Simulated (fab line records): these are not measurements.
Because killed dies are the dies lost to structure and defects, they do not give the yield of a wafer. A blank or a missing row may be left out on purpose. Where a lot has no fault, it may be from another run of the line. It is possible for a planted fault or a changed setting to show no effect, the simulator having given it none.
Matching of chambers ; flow n5 finfet ; 4 sister chambers for N5_MOL_CONTACT_COAG_ETCHBACK_136 on rie diel-06
The step etches SiO2 in CHF3, target depth 25 nm, time 16.7 s. 8 wafers are shown with their chamber, then 8 later ones without.

== EACH WAFER AND ITS CHAMBER ==
wafer;chamber;rf vpp V (V);throttle valve pct (%)
L078.6;2;528;18.91
L079.2;2;530;18.92
L079.4;1;517;18.99
L084.5;1;516;19.01
L086.5;3;502;18.59
L091.1;3;503;18.61
L091.6;0;558;18.25
L092.3;0;557;18.27

== WAFERS WITHOUT THEIR CHAMBER ==
wafer;rf vpp V (V);throttle valve pct (%)
L092.4;502;18.62
L092.5;558;18.26
L093.2;527;18.96
L093.4;556;18.26
L093.5;527;18.96
L096.1;527;18.98
L096.2;557;18.29
L096.3;504;18.62

== THE CHAMBER EACH PASSED THROUGH ==
wafer;from the rows above;in truth
L092.4;3;3
L092.5;0;0
L093.2;2;2
L093.4;0;0
L093.5;2;2
L096.1;2;2
L096.2;0;0
L096.3;3;3
Correct placement for 8 of the 8. Number that these rows cannot place: 0. Number placed wrongly: 0.
How it was worked out, from the rows above alone: a wafer's distance from a chamber is the root of the sum, over the readings, of the square of ((its reading less the chamber's mean) divided by the reading's scatter). The wafer belongs to the nearest chamber; if the next one is less than 2 further off, it can't be placed. A chamber's mean is the mean of its shown wafers. The scatter: take each reading less its chamber's mean, square it, sum over the shown wafers, divide by the number of wafers less the number of chambers, and take the root.
